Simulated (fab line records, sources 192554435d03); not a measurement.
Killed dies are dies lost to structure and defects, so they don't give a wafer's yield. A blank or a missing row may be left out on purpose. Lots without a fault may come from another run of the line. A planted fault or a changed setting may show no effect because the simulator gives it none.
fab line records | flow n5_finfet
record lots=9 wafers=25 last_day=18
route steps=1938 shown BEOL_M3@933 BEOL_M4@1111 PASSIVATION@1936
lots that met no fault: from a run of the same line without faults
start_h: hours from the record's first day to the start of the lot's first wafer shown | wait_h: hours since the lot's step before | " the same as in the row above | L1.1+2: a row that stands for several wafers | - no value, or no start given | * or withheld: withheld | < > ~ a bound
route shown NAME@n: a module of which the file shows steps, and the number in the route of the first | usual: mean/standard deviation of fault-free wafers | same: alike in all rows | chamber/n: place in a boat | sites: the reading at each site | _std_site: their standard deviation | _edge_site: outer sites' mean less inner sites' | radius_mm: how far each site lies from the wafer's centre | mask NAME#n: copy n | behind: the tool/chamber that last shaped the wafer | hold: why the lot was held/for how many hours/how that ended | device: the transistor (n, p or np) that didn't switch | end of line: the same wafers' tests at the end of the route | a step without rows: its recipe alone | killed: dies lost to structure and defects at the first sort, not the wafer's yield | map: a wafer's dies, x killed, . not, _ none there
set.NAME: the setting as run; set.NAME@STEP: as run at that earlier step | model.NAME: the simulator's own value behind a step, which no gauge read
steps of the route over a sample of lots; a table a step, a row a wafer
services: from which hour (start_h, from the record's first day; less than 0 if before it) a tool's chamber was out of use, for how many hours, and why
## steps
# step N5_BEOL_M3_PECVD_72
# recipe material=SiO2 target_thk_a=160 temp_c=400 precursor=TEOS/O2 pressure_torr=5.5 rf_w=450 teos_flow_sccm=53.8 gas=O2 flow_sccm=3000 time_s=18
# usual chamber_pressure_Torr=5.500/0.011 heater_power_outer_w=443/89 heater_power_w=732/120 showerhead_plenum_p_Torr=8.82/0.087 throttle_valve_pct=22.4/0.72
# columns lot.wafer tool chamber start_h wait_h chamber_pressure_Torr heater_power_outer_w heater_power_w showerhead_plenum_p_Torr throttle_valve_pct
L854.1 pecvd-03 0 140.68 0.0 5.506 395 723 8.71 22.0
L854.2 " 1 " " 5.484 435 724 8.79 23.4
L854.3 " 2 " " 5.501 408 649 8.76 21.2
L858.2 pecvd-02 0 177.17 0.0 5.493 370 675 8.86 22.7
L858.4 " 1 " " 5.499 408 681 8.91 23.6
L858.5 " 0 " " 5.511 364 678 8.83 22.9
L862.1 pecvd-03 0 197.52 0.0 5.499 422 733 8.72 22.1
L862.4 " 1 " " 5.505 393 654 8.80 23.4
L862.6 " 0 " " 5.501 422 747 8.71 22.3
L865.1 pecvd-03 0 212.69 0.0 5.501 416 753 8.72 22.3
L865.2 " 1 " " 5.528 363 621 8.78 23.6
L865.3 " 2 " " 5.497 448 708 8.77 21.4
L867.2 pecvd-02 0 235.16 0.0 5.490 352 657 8.85 22.8
L867.4 " 2 " " 5.489 409 698 8.66 22.5
L874.2 pecvd-04 2 263.99 0.0 5.487 570 874 8.98 21.8
L874.5 " 2 " " 5.499 571 893 8.97 21.7
L873.2 pecvd-03 2 274.74 0.0 5.497 443 667 8.77 21.4
L873.4 " 2 " " 5.487 445 688 8.77 21.4
L873.6 " 1 " " 5.508 360 596 8.80 23.3
L875.1 pecvd-04 0 280.30 0.0 5.515 403 687 8.89 22.5
L875.4 " 0 " " 5.504 405 666 8.85 22.4
L875.6 " 1 " " 5.484 583 942 8.80 21.8
L876.1 pecvd-02 0 285.28 0.0 5.499 338 626 8.85 22.8
L876.4 " 2 " " 5.497 426 696 8.64 22.7
L876.6 " 0 " " 5.472 344 641 8.86 22.9
# step N5_BEOL_M3_INSPECT_13
# recipe mode=adi inspect_instrument=brightfield
# usual raw_defect_count=396/85
# columns lot.wafer tool chamber start_h wait_h raw_defect_count
L854.1 defect_inspect-01 - 142.33 0.1 380
L854.2 " - " " 322
L854.3 " - " " 358
L858.2 defect_inspect-02 - 178.12 0.0 416
L858.4 " - " " 415
L858.5 " - " " 396
L862.1 defect_inspect-02 - 199.21 0.1 895
L862.4 " - " " 948
L862.6 " - " " 866
L865.1 defect_inspect-02 - 213.23 0.1 949
L865.2 " - " " 866
L865.3 " - " " 1043
L867.2 defect_inspect-02 - 237.01 0.0 437
L867.4 " - " " 409
L874.2 defect_inspect-01 - 264.53 0.1 480
L874.5 " - " " 460
L873.2 defect_inspect-02 - 275.44 0.1 254
L873.4 " - " " 356
L873.6 " - " " 358
L875.1 defect_inspect-01 - 281.82 0.1 363
L875.4 " - " " 308
L875.6 " - " " 347
L876.1 defect_inspect-01 - 288.36 0.1 469
L876.4 " - " " 472
L876.6 " - " " 296
# step N5_BEOL_M3_ETCH_63
# recipe chemistry=CF4 target=SiARC target_depth_a=156 mask_material=CAR-EUV time_s=26 ion_energy_ev=80 pressure_mtorr=40 source_w=545 bias_w=36 Ar_flow_sccm=100 cf4_flow_sccm=100 ends=cleared
# usual drypump_motor_current_A=5.8/0.34 etch_rf_on_time_s=25.8/1.1 oes_product_au=0.68/0.08 rf_vpp_V=183.5/1.2 showerhead_plenum_p_Torr=2.11/0.081 throttle_valve_pct=15.59/0.24
# columns lot.wafer tool chamber start_h wait_h drypump_motor_current_A etch_rf_on_time_s oes_product_au rf_hours_counter_h rf_vpp_V showerhead_plenum_p_Torr throttle_valve_pct
L854.1 rie_diel-04 1 142.41 0.0 6.2 28.3 0.62 155 185.8 2.23 15.47
L854.2 " 2 " " 6.0 26.7 0.59 237 184.0 2.20 15.94
L854.3 " 0 " " 5.4 26.0 0.65 153 182.1 2.06 15.42
L858.2 rie_diel-03 0 178.21 0.0 5.8 24.5 0.77 32 184.5 2.19 15.71
L858.4 " 3 " " 5.5 26.3 0.59 - 183.1 2.03 15.53
L858.5 " 0 " " 5.8 24.6 0.78 - 184.5 2.19 15.71
L862.1 rie_diel-03 3 199.30 0.0 5.5 26.3 0.59 243 181.7 2.03 15.55
L862.4 " 0 " " 5.8 24.7 0.76 - 183.5 2.19 15.71
L862.6 " 3 " " 5.5 26.2 0.59 - 181.9 2.03 15.54
L865.1 rie_diel-03 2 213.45 0.0 6.5 25.4 0.84 2 184.1 2.11 15.14
L865.2 " 0 " " 5.8 24.4 0.76 45 183.9 2.18 15.73
L865.3 " 3 " " 5.5 26.1 0.59 247 182.5 2.03 15.58
L867.2 rie_diel-04 1 237.12 0.0 6.2 28.3 0.60 188 184.6 2.22 15.54
L867.4 " 2 " " 6.1 26.4 0.80 9 184.1 2.20 15.46
L874.2 rie_diel-04 2 264.62 0.0 6.1 26.5 0.77 19 184.8 2.19 15.49
L874.5 " 2 " " 6.0 26.7 0.76 - 185.6 2.19 15.49
L873.2 rie_diel-04 1 275.52 0.0 6.2 28.1 0.59 201 184.0 2.21 15.54
L873.4 " 0 " " 5.4 26.2 0.62 191 183.4 2.04 15.49
L873.6 " 1 " " 6.2 28.2 0.59 - 184.0 2.21 15.56
L875.1 rie_diel-03 2 282.11 0.0 6.6 25.4 0.79 25 182.4 2.11 15.17
L875.4 " 1 " " 5.6 25.2 0.62 220 182.7 2.04 15.98
L875.6 " 3 " " 5.5 26.1 0.79 - 184.3 2.28 15.10
L876.1 rie_diel-03 1 288.48 0.0 5.6 24.9 0.62 222 184.2 2.04 15.96
L876.4 " 2 " " 6.5 25.2 0.79 - 182.5 2.11 15.19
L876.6 " 2 " " 6.5 25.2 0.79 - 184.4 2.11 15.20
# step N5_BEOL_M3_STRIP_66
# recipe chemistry=CF4 resist=SiARC power_w=300 bias_power_w=75 pressure_mtorr=50 cf4_flow_sccm=150 rf_frequency_hz=6e+07
# usual drypump_motor_current_A=5.8/0.34 oes_product_au=0.78/0.085 rf_vpp_V=270.5/1.7 showerhead_plenum_p_Torr=1.77/0.069 throttle_valve_pct=13.56/0.26
# columns lot.wafer tool chamber start_h wait_h drypump_motor_current_A oes_product_au rf_hours_counter_h rf_vpp_V showerhead_plenum_p_Torr throttle_valve_pct
L854.1 rie_diel-04 1 142.57 0.0 6.2 0.76 155 272.5 1.86 13.45
L854.2 " 2 " " 6.1 0.70 237 271.4 1.82 13.84
L854.3 " 0 " " 5.4 0.75 153 270.3 1.73 13.44
L858.2 rie_diel-03 0 178.36 0.0 5.8 0.86 32 272.7 1.85 13.68
L858.4 " 3 " " 5.5 0.69 - 268.7 1.69 13.52
L858.5 " 0 " " 5.8 0.87 - 271.7 1.85 13.67
L862.1 rie_diel-03 3 199.45 0.0 5.5 0.68 243 268.5 1.69 13.52
L862.4 " 0 " " 5.8 0.85 - 272.2 1.85 13.73
L862.6 " 3 " " 5.5 0.68 - 268.0 1.69 13.53
L865.1 rie_diel-03 2 213.60 0.0 6.5 0.97 2 271.6 1.77 13.09
L865.2 " 0 " " 5.8 0.85 45 271.6 1.85 13.72
L865.3 " 3 " " 5.5 0.68 247 268.7 1.69 13.54
L867.2 rie_diel-04 1 237.28 0.0 6.2 0.73 188 272.8 1.85 13.55
L867.4 " 2 " " 6.0 0.93 9 272.6 1.82 13.32
L874.2 rie_diel-04 2 264.77 0.0 6.0 0.90 19 271.5 1.81 13.33
L874.5 " 2 " " 6.0 0.90 - 272.5 1.81 13.34
L873.2 rie_diel-04 1 275.68 0.0 6.2 0.71 201 273.0 1.85 13.57
L873.4 " 0 " " 5.4 0.72 191 270.1 1.72 13.53
L873.6 " 1 " " 6.2 0.71 - 272.6 1.85 13.55
L875.1 rie_diel-03 2 282.27 0.0 6.5 0.90 25 270.4 1.77 13.15
L875.4 " 1 " " 5.6 0.71 220 268.6 1.72 13.95
L875.6 " 3 " " 5.5 0.91 - 273.6 1.89 12.99
L876.1 rie_diel-03 1 288.71 0.0 5.6 0.71 223 268.4 1.72 13.98
L876.4 " 2 " " 6.5 0.90 - 269.6 1.77 13.14
L876.6 " 2 " " 6.5 0.89 - 270.2 1.77 13.15
# step N5_BEOL_M3_STRIP_19
# recipe chemistry=O2 power_w=400 temp_c=40 pressure_mtorr=30 rf_frequency_hz=6e+07 bias_power_w=0 overash_fraction=0.2 o2_flow_sccm=225
# usual drypump_motor_current_A=5.9/0.33 oes_product_au=0.79/0.092 rf_vpp_V=3.6/0.49 showerhead_plenum_p_Torr=2.06/0.085 throttle_valve_pct=16.59/0.21
# columns lot.wafer tool chamber start_h wait_h drypump_motor_current_A oes_product_au rf_hours_counter_h rf_vpp_V showerhead_plenum_p_Torr throttle_valve_pct
L854.1 rie_diel-03 2 142.73 0.1 6.6 0.69 240 4.1 2.09 16.72
L854.2 " 3 " " 5.5 0.71 225 4.0 1.98 16.53
L854.3 " 0 " " 5.8 0.90 23 3.5 2.14 16.69
L858.2 rie_diel-04 0 178.52 0.1 5.4 0.75 165 3.3 1.98 16.35
L858.4 " 2 " " 6.0 0.70 247 3.8 2.14 16.94
L858.5 " 1 " " 6.2 0.74 - 3.8 2.19 16.61
L862.1 rie_diel-06 3 199.69 0.2 6.0 0.77 131 3.6 2.03 16.78
L862.4 " 2 " " 5.9 0.67 247 4.0 2.12 16.64
L862.6 " 0 " " 5.4 0.68 - 3.4 1.98 16.80
L865.1 rie_diel-03 2 213.76 0.1 6.5 0.98 2 3.2 2.08 16.28
L865.2 " 0 " " 5.8 0.85 45 3.8 2.13 16.76
L865.3 " 3 " " 5.5 0.68 248 4.5 1.97 16.59
L867.2 rie_diel-03 1 237.49 0.1 5.6 0.72 207 3.6 2.00 16.99
L867.4 " 1 " " 5.6 0.71 - 3.9 2.00 16.99
L874.2 rie_diel-06 1 264.92 0.1 6.2 0.86 56 4.2 2.04 16.73
L874.5 " 3 " " 6.0 0.74 - 2.8 2.02 16.82
L873.2 rie_diel-04 1 275.83 0.1 6.2 0.72 201 3.5 2.18 16.66
L873.4 " 2 " " 6.1 0.92 22 3.2 2.13 16.49
L873.6 " 2 " " 6.1 0.91 - 3.2 2.13 16.51
L875.1 rie_diel-03 1 282.43 0.1 5.6 0.71 220 4.3 1.99 17.03
L875.4 " 0 " " 5.8 0.82 69 4.8 2.12 16.79
L875.6 " 2 " " 6.6 0.91 - 3.3 2.08 16.34
L876.1 rie_diel-04 3 288.92 0.1 5.6 0.76 153 3.8 1.94 16.52
L876.4 " 1 " " 6.2 0.71 205 3.4 2.18 16.68
L876.6 " 0 " " 5.4 0.73 - 2.8 1.97 16.40
# step N5_BEOL_M4_RC_MEAS_101
# usual DIBL_N=37.4/2.1 DIBL_P=37.8/2.5 IOFF_N=0.19/0.045 IOFF_P=0.24/0.05 ION_N=682/16 ION_P=467/11 SS_N=71.9/0.67 SS_P=73.6/0.76 VT_N=247/3.6 VT_P=-248/3.6
# columns lot.wafer tool chamber start_h wait_h DIBL_N[mV/V] DIBL_P[mV/V] IOFF_N[nA/um] IOFF_P[nA/um] ION_N[uA/um] ION_P[uA/um] SS_N[mV/dec] SS_P[mV/dec] VT_N[mV] VT_P[mV]
L854.1 prober-01 0 157.99 0.0 36.8 38.7 0.19 0.25 670 461 72.3 75.0 249 -249
L854.2 " 0 " " 37.8 39.0 0.23 0.27 679 460 72.1 74.4 246 -247
L854.3 " 0 " " 33.9 34.3 0.14 0.17 664 451 71.3 72.5 251 -252
L858.2 prober-02 0 197.43 0.2 36.7 36.8 0.16 0.21 680 463 71.6 72.6 250 -251
L858.4 " 0 " " 37.8 38.5 0.19 0.25 689 465 72.7 73.0 248 -250
L858.5 " 0 " " 39.9 39.8 0.22 0.29 668 458 73.3 74.1 246 -246
L862.1 prober-01 0 217.65 0.0 40.9 43.1 0.31 0.38 709 491 72.6 75.3 238 -241
L862.4 " 0 " " 33.8 33.3 0.12 0.18 663 464 71.0 72.5 254 -251
L862.6 " 0 " " 36.3 36.8 0.18 0.25 711 492 71.1 73.5 247 -245
L865.1 prober-01 0 237.62 0.0 39.5 38.9 0.24 0.29 695 475 72.4 74.2 243 -245
L865.2 " 0 " " 35.7 35.8 0.16 0.22 697 478 71.2 72.9 247 -246
L865.3 " 0 " " 39.3 38.4 0.24 0.27 678 461 72.7 73.1 244 -245
L867.2 prober-02 0 254.80 1.0 34.6 33.4 0.14 0.15 664 440 71.1 73.0 254 -256
L867.4 " 0 " " 39.8 42.2 0.24 0.29 681 457 71.7 74.8 244 -248
L874.2 prober-02 0 288.22 0.2 37.6 37.5 0.20 0.27 715 493 71.5 73.7 246 -244
L874.5 " 0 " " 36.1 36.6 0.19 0.28 697 485 71.0 74.0 247 -242
L873.2 prober-01 0 292.49 0.2 35.8 34.2 0.13 0.18 677 471 70.6 72.6 252 -251
L873.4 " 0 " " 36.1 33.9 0.14 0.19 681 471 70.8 72.5 251 -250
L873.6 " 0 " " 38.4 36.6 0.16 0.22 673 465 71.3 73.1 252 -249
L875.1 prober-02 0 299.62 0.0 31.5 31.3 0.10 0.15 654 459 70.0 71.4 254 -254
L875.4 " 0 " " 34.3 34.7 0.14 0.19 665 465 71.4 72.7 250 -248
L875.6 " 0 " " 34.5 35.4 0.14 0.20 667 463 71.7 72.8 250 -251
L876.1 prober-01 0 315.96 0.0 36.1 36.7 0.15 0.20 659 448 71.9 72.8 251 -252
L876.4 " 0 " " 35.7 36.4 0.15 0.21 656 452 71.4 73.3 248 -249
L876.6 " 0 " " 35.1 36.8 0.14 0.21 673 461 72.2 73.0 250 -252
# step N5_PASSIVATION_PROBE_49
# usual defect_limited_yield=90.9/1.6 killed_at_M0_to_M3=34/10 killed_at_M4_up=13/5.4 killed_at_contacts=13/6 killed_at_front_end=42/13 killed_at_other=4/3.2 killed_dies=107/18 killed_open=69/14 killed_short=35/7.7 sort_bin_4_leakage=0.02/0.17 sort_bin_5_function=5.3/1 sort_bin_6_memory=3.3/0.75 sort_n_pass=1073/19 sort_yield_pct=90.9/1.6
# same gross_dies=1180 killed_at_back_side=0 sort_bin_8_speed[%]=0
# columns lot.wafer tool chamber start_h wait_h defect_limited_yield[%] killed_at_M0_to_M3 killed_at_M4_up killed_at_contacts killed_at_front_end killed_at_other killed_dies killed_open killed_short sort_bin_4_leakage[%] sort_bin_5_function[%] sort_bin_6_memory[%] sort_n_pass sort_yield_pct[%]
L862.1 prober-02 - 327.01 0.0 85.1 105 14 16 29 12 176 70 26 0.93 9.7 3.4 993 84.2
L862.4 prober-02 - 327.16 0.2 77.2 178 21 18 47 5 269 86 54 0 13.0 6.4 911 77.2
L862.6 prober-02 - 327.26 0.3 85.1 111 14 14 33 4 176 63 37 0 10.2 3.6 1004 85.1
L865.1 prober-02 - 341.94 0.0 88.0 94 17 8 21 2 142 51 18 0 7.3 2.6 1038 88.0
L865.2 prober-02 - 341.99 0.1 82.8 151 12 12 26 2 203 57 30 0 10.7 4.7 977 82.8
L865.3 prober-02 - 342.04 0.1 86.1 103 16 6 35 4 164 56 24 0 8.4 3.1 1016 86.1
# killed by level:class
L862.1 BEOL_M3:unspecified=78 MOL_CONTACT_COAG:geometric_particle:open=12 STI_FIN_REVEAL:geometric_particle:open=11 BEOL_M4:geometric_particle:open=10 BEOL_M0_SAQP:geometric_particle:open=8 BEOL_M1:geometric_particle:open=6 FIN_SAQP:geometric_particle:short=5 BEOL_M2:geometric_particle:open=5
L862.4 BEOL_M3:unspecified=117 BEOL_M0_SAQP:geometric_particle:short=22 BEOL_M0_SAQP:geometric_particle:open=15 FIN_SAQP:geometric_particle:open=14 BEOL_M4:geometric_particle:open=12 HKMG_FIN:area_etch=12 MOL_CONTACT_COAG:geometric_particle:open=11 BEOL_M2:geometric_particle:open=10
L862.6 BEOL_M3:unspecified=75 BEOL_M4:geometric_particle:open=10 FIN_SAQP:geometric_particle:open=9 MOL_CONTACT_COAG:geometric_particle:open=9 BEOL_M3:geometric_particle:open=8 BEOL_M0_SAQP:geometric_particle:short=8 FIN_SAQP:geometric_particle:short=6 STI_FIN_REVEAL:geometric_particle:open=6
L865.1 BEOL_M3:unspecified=73 BEOL_M4:geometric_particle:open=10 STI_FIN_REVEAL:geometric_particle:open=8 BEOL_M0_SAQP:geometric_particle:open=6 MOL_CONTACT_COAG:geometric_particle:open=5 DUMMY_GATE:geometric_particle:open=3 MOL_CONTACT_COAG:geometric_particle:short=3 STARTING-WAFER:geometric_particle:short=3
L865.2 BEOL_M3:unspecified=115 BEOL_M2:geometric_particle:open=12 DUMMY_GATE:geometric_particle:open=8 MOL_CONTACT_COAG:geometric_particle:open=8 BEOL_M4:geometric_particle:open=6 BEOL_M0_SAQP:geometric_particle:open=5 BEOL_M0_SAQP:geometric_particle:short=5 MOL_CONTACT_COAG:geometric_particle:short=4
L865.3 BEOL_M3:unspecified=70 HKMG_FIN:area_etch=13 BEOL_M3:geometric_particle:open=9 BEOL_M4:geometric_particle:open=9 STI_FIN_REVEAL:geometric_particle:open=6 BEOL_M0_SAQP:geometric_particle:short=6 DUMMY_GATE:geometric_particle:open=5 MOL_CONTACT_COAG:geometric_particle:open=5
## services
# columns tool chamber start_h hours kind
rie_diel-04 - 136.74 2.8 pm
pecvd-04 - 139.50 0.5 repair
pecvd-02 - 140.79 14.6 pm
rie_diel-04 2 157.46 2.1 repair
pecvd-02 2 166.02 23.7 repair
rie_diel-03 2 175.53 - clean
rie_diel-03 2 175.53 - consumable_replace:focus_ring
rie_diel-03 2 175.53 31.8 scheduled_down
rie_diel-03 2 175.53 31.8 vent_cycle
rie_diel-06 2 178.37 10.6 repair
pecvd-04 - 182.39 1.5 repair
pecvd-04 1 188.20 4.6 repair
rie_diel-04 2 189.35 - clean
rie_diel-06 - 201.59 2.8 pm
rie_diel-04 0 209.83 5.8 repair
rie_diel-03 3 233.72 - clean
rie_diel-03 3 233.72 - consumable_replace:focus_ring
rie_diel-03 3 233.72 - consumable_replace:showerhead
rie_diel-03 3 233.72 11.9 scheduled_down
rie_diel-03 3 233.72 11.9 vent_cycle
pecvd-02 - 239.60 1.0 repair
rie_diel-04 0 250.43 17.9 repair
rie_diel-03 - 267.61 2.8 pm
rie_diel-03 3 285.89 4.9 repair
## key
first_sign step=N5_BEOL_M3_INSPECT_13 reading=raw_defect_count direction=up sigmas=6.2 usual=396 struck=928
effect step=N5_PASSIVATION_PROBE_49 reading=killed_at_M0_to_M3 direction=up sigmas=8.7 usual=34 struck=124
more_kills_born_at N5_BEOL_M3_PECVD_72@pecvd-03=528
met_at N5_BEOL_M3_PECVD_72
struck_lots L862,L865
baseline_loss step=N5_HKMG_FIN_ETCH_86 wafers=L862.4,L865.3
not_acting_at N5_BEOL_M3_ETCH_63,N5_BEOL_M3_STRIP_66,N5_BEOL_M3_STRIP_19
onset_between 140.68 197.52
fault kind=chamber_particle_source tool=pecvd-03 chamber=- onset_h=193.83 steps=N5_BEOL_M3_PECVD_72 rate_per_visit_cm2=0.74316 end_h=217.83
# baseline_loss: these wafers lose ten dies or more at that step, a loss of the line's own and not of a fault; the sort's usual values leave them out
